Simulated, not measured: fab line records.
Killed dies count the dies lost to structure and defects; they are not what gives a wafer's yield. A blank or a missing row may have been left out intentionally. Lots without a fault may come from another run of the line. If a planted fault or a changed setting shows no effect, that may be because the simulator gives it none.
fab line records	flow n5_finfet
record lots=6	wafers=16	last_day=17
route steps=1938 shown STI_FIN_REVEAL@184
lots that met no fault: taken from a fault-free run of the same line
start_h: start of the lot's first displayed wafer, in hours after the record's first day	wait_h: how many hours have passed since the lot's step before this one	" unchanged from the row above	L1.1+2: one row covering several wafers at once	- no value, or no start was given	* or withheld: withheld	< > ~ a bound
route shown NAME@n: a module of which the file shows steps, and the number in the route of the first	usual: mean/standard deviation taken from wafers without a fault	same: alike in all rows	chamber/n: place in a boat	sites: readings site by site	_std_site: the values' standard deviation	_edge_site: inner sites' mean taken away from outer sites' mean	radius_mm: how far each site lies from the wafer's centre	mask NAME#n: copy n	behind: the last tool/chamber to shape the wafer	hold: the reason the lot was held/the length of the hold in hours/how it ended	device: the n, p or np transistor that did not switch	end of line: tests of these same wafers at the route's end	a step given without rows: its recipe and nothing more	killed: at the first sort, the dies lost to defects and structure; wafer yield is something else	map: per-die view of a wafer (x killed, . not killed, _ where there is no die)
set.NAME: the setting that was run; set.NAME@STEP: the one run at that earlier step	model.NAME: the simulator's own value behind a step, which no gauge read
lots seen at some steps along the route; tables by step, rows by wafer
services: when a tool's chamber went out of use (start_h, in hours from the record's first day, below 0 if earlier), for how many hours, and the reason
## steps
# step N5_STI_FIN_REVEAL_ALD_14
# recipe material=Si3N4	target_thk_a=30	temp_c=400	ald_precursor_family=SiH2I2	ald_co_reactant=N2/H2-plasma	pressure_torr=2
# usual heater_power_w=856/110
lot.wafer	tool	chamber	start_h	wait_h	heater_power_w	since_wet_clean_h
L167.3	ald_sin-03	1	28.64	0.0	929	20
L167.4	"	2	"	"	896	20
L167.6	"	2	"	"	882	-
L172.2	ald_sin-01	0	58.44	0.0	810	339
L172.3	"	1	"	"	914	339
L173.1	ald_sin-02	1	63.11	0.0	921	252
L173.3	"	0	"	"	744	252
L184.2	ald_sin-02	0	129.46	0.0	743	318
L184.3	"	1	"	"	940	318
L184.6	"	3	"	"	685	-
L189.2	ald_sin-03	0	159.14	0.0	761	151
L189.3	"	3	"	"	925	151
L189.5	"	1	"	"	885	-
L190.4	ald_sin-01	1	170.06	0.1	926	-
L190.5	"	3	"	"	1086	-
L190.6	"	2	"	"	732	-
# step N5_STI_FIN_REVEAL_FCVD_FILL_01
# recipe material=SiO2_flowable	target_thk_a=3120	temp_c=100	pressure_torr=0.8	rf_w=2000	time_s=512.2
# step N5_STI_FIN_REVEAL_DENSIFY_02
# recipe temp_c=650	ambient=steam	time_s=1800	idle_temp_c=400	densification_p_h2o_torr=640
# step N5_STI_FIN_REVEAL_CMP_04
# recipe stop_on=Si3N4	t_overpolish_s=4	down_force_psi=2	platen_rpm=54.18	post_cmp_clean=alkaline_brush	pad_velocity_m_s=1.078	target_thk_nm=131.83
# step N5_STI_FIN_REVEAL_THK_MEAS_05
# usual thk_nm=132.3/1.3
lot.wafer	tool	chamber	start_h	wait_h	thk_nm
L167.3	film_metro-01	-	33.98	-	130.4
L167.4	"	-	"	"	133.0
L167.6	"	-	"	"	132.7
L172.2	film_metro-02	-	63.79	-	134.6
L172.3	"	-	"	"	135.0
L173.1	film_metro-02	-	68.44	-	132.0
L173.3	"	-	"	"	132.5
L184.2	film_metro-02	-	134.80	-	132.7
L184.3	"	-	"	"	133.7
L184.6	"	-	"	"	131.5
L189.2	film_metro-02	-	164.48	-	131.7
L189.3	"	-	"	"	131.9
L189.5	"	-	"	"	132.3
L190.4	film_metro-02	-	175.29	-	132.3
L190.5	"	-	"	"	131.8
L190.6	"	-	"	"	133.2
# step N5_STI_FIN_REVEAL_DENSIFY_30
# recipe temp_c=*	time_s=*	ambient=N2	idle_temp_c=600	ramp_up_c_per_s=150	ramp_down_c_per_s=60	cool_to_c=600
# step N5_STI_FIN_REVEAL_ETCHBACK_08
# recipe chemistry=C4F6/O2	target=SiO2	target_depth_a=305	time_s=10.167	ion_energy_ev=250	pressure_mtorr=30	source_w=345	bias_w=185	Ar_flow_sccm=300	C4F6_flow_sccm=10	O2_flow_sccm=10
# usual chamber_pressure_mTorr=30.000/0.025	drypump_motor_current_A=5.9/0.47	oes_ar_750_au=0.76/0.071	oes_product_au=0.76/0.077	rf_vpp_V=660/13	showerhead_plenum_p_Torr=2.83/0.083	throttle_valve_pct=21.06/0.24
# same time_s=10.167
lot.wafer	tool	chamber	start_h	wait_h	chamber_pressure_mTorr	drypump_motor_current_A	oes_ar_750_au	oes_product_au	rf_hours_counter_h	rf_vpp_V	showerhead_plenum_p_Torr	throttle_valve_pct
L167.3	rie_diel-05	3	34.35	0.1	30.014	6.1	0.74	0.73	179	644	2.95	20.86
L167.4	"	1	"	"	29.990	5.0	0.75	0.75	145	647	2.85	20.88
L167.6	"	0	"	"	29.956	5.9	0.72	0.71	-	645	2.70	20.91
L172.2	rie_diel-03	1	64.03	0.2	30.010	6.6	0.94	0.93	19	656	2.80	20.81
L172.3	"	2	"	"	29.956	5.9	0.75	0.74	186	668	2.95	21.67
L173.1	rie_diel-05	1	68.91	0.3	30.004	5.0	0.75	0.74	157	646	2.84	20.88
L173.3	"	2	"	"	30.004	5.9	0.73	0.71	206	657	2.70	21.21
L184.2	rie_diel-05	1	135.07	0.2	30.031	5.0	0.73	0.72	178	645	2.83	20.91
L184.3	"	3	"	"	30.005	6.1	0.71	0.70	216	643	2.93	20.94
L184.6	"	1	"	"	29.983	5.0	0.73	0.73	-	647	2.83	20.91
L189.2	rie_diel-04	1	164.90	0.2	29.975	6.1	0.71	0.70	223	662	2.92	20.89
L189.3	"	3	"	"	30.013	6.1	0.80	0.80	112	684	2.76	20.96
L189.5	"	1	"	"	30.013	6.1	0.70	0.70	-	661	2.92	20.89
L190.4	rie_diel-04	1	175.93	0.5	30.009	6.1	0.69	0.69	-	661	2.91	20.90
L190.5	"	2	"	"	29.987	6.4	0.71	0.70	-	652	2.80	21.35
L190.6	"	3	"	"	29.988	6.0	0.79	0.79	-	683	2.76	20.95
# step N5_STI_FIN_REVEAL_STRIP_24
# recipe chemistry=N2/H2	time_s=90	power_w=100	temp_c=40	pressure_mtorr=100	rf_frequency_hz=6e+07	bias_power_w=3	n2_flow_sccm=300	h2_flow_sccm=300
# usual chamber_pressure_mTorr=99.99/0.089	drypump_motor_current_A=6.0/0.47	oes_product_au=0.76/0.079	rf_vpp_V=45.3/0.91	showerhead_plenum_p_Torr=3.36/0.092	throttle_valve_pct=12.20/0.25
# same time_s=90
lot.wafer	tool	chamber	start_h	wait_h	chamber_pressure_mTorr	drypump_motor_current_A	oes_product_au	rf_hours_counter_h	rf_vpp_V	showerhead_plenum_p_Torr	throttle_valve_pct
L167.3	rie_diel-05	3	34.39	0.0	99.99	6.2	0.74	179	46.0	3.48	11.99
L167.4	"	1	"	"	100.06	5.0	0.76	145	46.3	3.38	12.06
L167.6	"	0	"	"	100.02	5.9	0.71	-	45.4	3.24	12.21
L172.2	rie_diel-03	1	64.06	0.0	100.04	6.6	0.94	19	43.3	3.32	11.78
L172.3	"	2	"	"	99.98	6.0	0.74	186	44.5	3.49	12.69
L173.1	rie_diel-05	1	68.94	0.0	100.05	5.0	0.74	157	45.3	3.38	12.10
L173.3	"	2	"	"	99.83	6.0	0.71	206	45.6	3.22	12.46
L184.2	rie_diel-05	1	135.11	0.0	99.79	5.0	0.72	178	46.6	3.37	12.16
L184.3	"	3	"	"	100.09	6.2	0.71	216	43.5	3.46	12.08
L184.6	"	1	"	"	99.83	5.0	0.72	-	44.9	3.37	12.17
L189.2	rie_diel-04	1	164.93	0.0	99.99	6.1	0.69	223	46.1	3.47	12.17
L189.3	"	3	"	"	100.06	6.1	0.81	112	44.1	3.26	12.01
L189.5	"	1	"	"	100.03	6.1	0.70	-	45.7	3.47	12.16
L190.4	rie_diel-04	1	175.99	0.0	100.08	6.1	0.68	-	45.1	3.47	12.17
L190.5	"	2	"	"	100.02	6.4	0.71	-	44.5	3.35	12.57
L190.6	"	3	"	"	100.02	6.1	0.80	-	46.0	3.26	12.03
# step N5_STI_FIN_REVEAL_PRECLEAN_25
# recipe chemistry=SPM	time_s=90	temp_c=120	mix=4:1
# step N5_STI_FIN_REVEAL_PRECLEAN_26
# recipe chemistry=SC1	time_s=45	temp_c=46	mix=1:2:100
# step N5_STI_FIN_REVEAL_PRECLEAN_29
# recipe chemistry=DHF	time_s=30	temp_c=25	dilution=300:1
# step N5_STI_FIN_REVEAL_SRD_12
# recipe time_s=30	temp_c=23	rinse_liquid=diw	dry=ipa_marangoni
# step N5_STI_FIN_REVEAL_RECESS_09
# recipe chemistry=HF/NH3	target=SiO2	afs_cycles=11	target_depth_a=425	temp_c=30	sublimation_temp_c=180	sublimation_time_s=60
# usual drypump_motor_current_A=5.6/0.37	foreline_p_Torr=0.1280/0.00051
lot.wafer	tool	chamber	start_h	wait_h	drypump_motor_current_A	foreline_p_Torr	model.etch.depth_nm	model.SiNx_of_FIN_SAQP_HM_DEP_03.thk_nm
L167.3	vapor_etch-01	0	35.13	0.6	6.0	0.1282	43.05	18
L167.4	"	1	"	"	5.9	0.1280	43.05	17.8
L167.6	"	1	"	"	5.9	0.1287	43.05	18.2
L172.2	vapor_etch-02	1	64.28	0.0	5.2	0.1280	42.45	18.2
L172.3	"	0	"	"	5.2	0.1279	26.12	19.6
L173.1	vapor_etch-02	0	69.16	0.0	5.2	0.1280	26.43	19.8
L173.3	"	1	"	"	5.2	0.1277	26.43	19.4
L184.2	vapor_etch-01	1	135.33	0.0	5.9	0.1283	42.05	18.8
L184.3	"	0	"	"	6.0	0.1286	42.05	18
L184.6	"	0	"	"	6.0	0.1273	42.05	18.8
L189.2	vapor_etch-02	1	165.15	0.0	5.2	0.1277	42.56	18.2
L189.3	"	0	"	"	5.2	0.1283	42.56	18.4
L189.5	"	1	"	"	5.2	0.1273	42.56	18.6
L190.4	vapor_etch-01	1	176.69	0.6	6.0	0.1275	42.97	18.4
L190.5	"	0	"	"	6.0	0.1272	42.97	18.4
L190.6	"	1	"	"	5.9	0.1278	42.97	19
# step N5_STI_FIN_REVEAL_STRIP_16
# recipe chemistry=H3PO4	material=SiNx	temp_c=165	target_depth_a=238	overetch_fraction=0.4964	dry=ipa_marangoni
# step N5_STI_FIN_REVEAL_PRECLEAN_17
# recipe chemistry=NF3:NH3	afs_cycles=1	temp_c=30	time_s=20	sublimation_temp_c=180	sublimation_time_s=60	pressure_torr=3	rf_power_w=30
# step N5_STI_FIN_REVEAL_ETCH_34
# recipe chemistry=H2	mode=isotropic	material=Si	target=Si	target_depth_a=9.7	temp_c=20	pressure_mtorr=4.5	icp_w=300	bias_w=0	h2_flow_sccm=7.5	he_flow_sccm=142.5
# step N5_STI_FIN_REVEAL_OXIDATION_31
# recipe chemistry=O2_PLASMA_REMOTE	temp_c=150	time_s=20	pressure_mtorr=1000	source_power_w=2000	o2_flow_sccm=3000
# usual chamber_pressure_mTorr=999.8/0.98	drypump_motor_current_A=5.7/0.52	heater_power_w=137/15
# same time_s=20
lot.wafer	tool	chamber	start_h	wait_h	chamber_pressure_mTorr	drypump_motor_current_A	heater_power_w	rf_hours_counter_h
L167.3	plasma_asher-02	0	36.78	0.1	1000.3	6.7	136	-
L167.4	"	1	"	"	999.3	5.2	134	-
L167.6	"	0	"	"	999.6	6.7	138	-
L172.2	plasma_asher-02	0	66.48	0.1	999.2	6.7	143	84
L172.3	"	1	"	"	1000.3	5.2	130	-
L173.1	plasma_asher-01	0	71.36	0.0	998.9	5.2	122	33
L173.3	"	1	"	"	999.8	5.7	154	-
L184.2	plasma_asher-02	1	137.48	0.0	1000.4	5.2	132	98
L184.3	"	1	"	"	1001.8	5.2	134	-
L184.6	"	0	"	"	999.0	6.7	141	-
L189.2	plasma_asher-01	1	167.30	0.0	999.7	5.7	158	51
L189.3	"	1	"	"	1001.5	5.8	156	-
L189.5	"	0	"	"	1000.1	5.2	118	-
L190.4	plasma_asher-02	0	178.35	0.1	997.8	6.7	140	-
L190.5	"	1	"	"	1000.0	5.2	135	-
L190.6	"	0	"	"	998.5	6.7	141	-
# step N5_STI_FIN_REVEAL_PRECLEAN_32
# recipe chemistry=NF3:NH3	afs_cycles=1	temp_c=30	time_s=20	sublimation_temp_c=180	sublimation_time_s=60	pressure_torr=3	rf_power_w=30
# step N5_STI_FIN_REVEAL_STRIP_35
# recipe chemistry=H3PO4	material=Si3N4	temp_c=165	target_depth_a=40	time_s=39
# step N5_STI_FIN_REVEAL_SRD_21
# recipe dry=ipa_marangoni	time_s=30	temp_c=23	rinse_liquid=diw
# step N5_STI_FIN_REVEAL_OXIDATION_33
# recipe chemistry=O2_PLASMA_REMOTE	temp_c=150	time_s=20	pressure_mtorr=1000	source_power_w=2000	o2_flow_sccm=3000
# usual chamber_pressure_mTorr=1000.0/0.93	drypump_motor_current_A=5.7/0.61	heater_power_w=137/12
# same time_s=20
lot.wafer	tool	chamber	start_h	wait_h	chamber_pressure_mTorr	drypump_motor_current_A	heater_power_w	rf_hours_counter_h
L167.3	plasma_asher-01	0	37.13	0.0	999.9	5.2	119	-
L167.4	"	1	"	"	999.6	5.8	153	-
L167.6	"	0	"	"	1000.0	5.3	122	-
L172.2	plasma_asher-02	1	67.31	0.5	999.9	5.2	134	84
L172.3	"	1	"	"	1000.2	5.2	134	-
L173.1	plasma_asher-01	1	71.78	0.0	999.9	5.7	151	33
L173.3	"	1	"	"	999.8	5.7	155	-
L184.2	plasma_asher-02	0	137.83	0.0	999.8	6.7	141	98
L184.3	"	0	"	"	998.8	6.7	142	-
L184.6	"	0	"	"	999.7	6.7	142	-
L189.2	plasma_asher-02	1	167.65	0.0	998.8	5.2	132	104
L189.3	"	1	"	"	999.9	5.2	134	-
L189.5	"	0	"	"	1000.4	6.7	139	-
L190.4	plasma_asher-01	1	178.71	0.0	998.4	5.7	152	-
L190.5	"	1	"	"	1000.7	5.8	154	-
L190.6	"	0	"	"	999.6	5.2	120	-
# step N5_STI_FIN_REVEAL_CLEAN_19
# recipe chemistry=O3/DIW	temp_c=25	time_s=120	o3_ppm=10
# step N5_STI_FIN_REVEAL_SRD_23
# recipe dry=ipa_marangoni	time_s=30	temp_c=23	rinse_liquid=diw
# step N5_STI_FIN_REVEAL_CD_MEAS_22
# recipe target_cd_nm=6.238	pitch_nm=28	polarity=line
# usual cd_nm=6.22/0.27
lot.wafer	tool	chamber	start_h	wait_h	cd_nm
L167.3	cd_sem-03	-	37.28	0.0	6.58
L167.4	"	-	"	"	6.80
L167.6	"	-	"	"	6.66
L172.2	cd_sem-03	-	67.48	0.0	6.19
L172.3	"	-	"	"	5.81
L173.1	cd_sem-01	-	71.94	0.0	6.03
L173.3	"	-	"	"	6.60
L184.2	cd_sem-01	-	138.00	0.0	6.21
L184.3	"	-	"	"	6.33
L184.6	"	-	"	"	6.25
L189.2	cd_sem-03	-	167.82	0.0	6.09
L189.3	"	-	"	"	6.31
L189.5	"	-	"	"	6.13
L190.4	cd_sem-03	-	178.85	0.0	6.33
L190.5	"	-	"	"	6.23
L190.6	"	-	"	"	6.05
# step N5_STI_FIN_REVEAL_FIN_H_MEAS_10
# usual trench_depth_nm=51.9/0.72
lot.wafer	tool	chamber	start_h	wait_h	trench_depth_nm
L167.3	ocd-01	-	37.31	0.0	51.8
L167.4	"	-	"	"	51.9
L167.6	"	-	"	"	52.0
L172.2	ocd-01	-	67.51	0.0	52.9
L172.3	"	-	"	"	35.9
L173.1	ocd-02	-	71.98	0.0	35.1
L173.3	"	-	"	"	35.1
L184.2	ocd-02	-	138.03	0.0	51.0
L184.3	"	-	"	"	50.9
L184.6	"	-	"	"	51.4
L189.2	ocd-02	-	167.85	0.0	52.2
L189.3	"	-	"	"	51.9
L189.5	"	-	"	"	52.1
L190.4	ocd-01	-	178.88	0.0	52.1
L190.5	"	-	"	"	52.3
L190.6	"	-	"	"	51.8
# step N5_STI_FIN_REVEAL_PRECLEAN_18
# recipe chemistry=SC2	time_s=45	temp_c=35	mix=1:1:50
## services
tool	chamber	start_h	hours	kind
rie_diel-03	0	5.82	4.5	repair
vapor_etch-02	-	6.17	1.2	repair
ald_sin-03	0	8.65	-	clean
ald_sin-03	1	8.65	-	clean
rie_diel-03	1	11.62	21.1	repair
ald_sin-03	-	15.42	1.7	repair
plasma_asher-01	-	22.97	1.3	repair
rie_diel-05	0	37.87	5.3	repair
vapor_etch-02	-	40.62	10.0	pm
plasma_asher-01	-	40.87	2.2	repair
ald_sin-03	3	41.01	7.4	repair
ald_sin-02	0	52.12	9.3	repair
plasma_asher-01	-	56.11	12.3	repair
vapor_etch-01	-	64.55	0.1	repair
ald_sin-01	0	75.08	15.8	repair
plasma_asher-02	-	78.45	1.9	repair
ald_sin-01	-	86.57	14.0	pm
rie_diel-03	-	95.44	6.3	repair
rie_diel-04	1	111.29	4.4	repair
ald_sin-03	2	129.97	7.7	repair
vapor_etch-02	-	134.11	19.1	repair
rie_diel-04	0	137.60	42.6	repair
rie_diel-05	-	172.74	15.6	pm
ald_sin-02	-	176.75	14.0	pm
## key
first_sign step=N5_STI_FIN_REVEAL_FIN_H_MEAS_10	reading=trench_depth_nm	direction=down	sigmas=23	usual=51.9	struck=35.4
effect none on later readings
model_effect step=N5_STI_FIN_REVEAL_RECESS_09	value=etch.depth_nm	without=42.78	struck=26.33
met_at N5_STI_FIN_REVEAL_RECESS_09
struck_wafers L172.3,L173.1,L173.3
tester_left_out L172,L173
fault kind=process_parameter_drift	tool=vapor_etch-02	chamber=-	onset_h=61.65	steps=N5_STI_FIN_REVEAL_RECESS_09	channel=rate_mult	offset=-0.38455	shape=step	end_h=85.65	scope=struck_wafers_only
# tester_left_out: of these lots the tester's yield and bins aren't shown, on N5 and GAA mostly nor the transistor test; their killed dies are dies lost to structure and defects alone, not to doping, threshold or leakage, so they don't give the yield
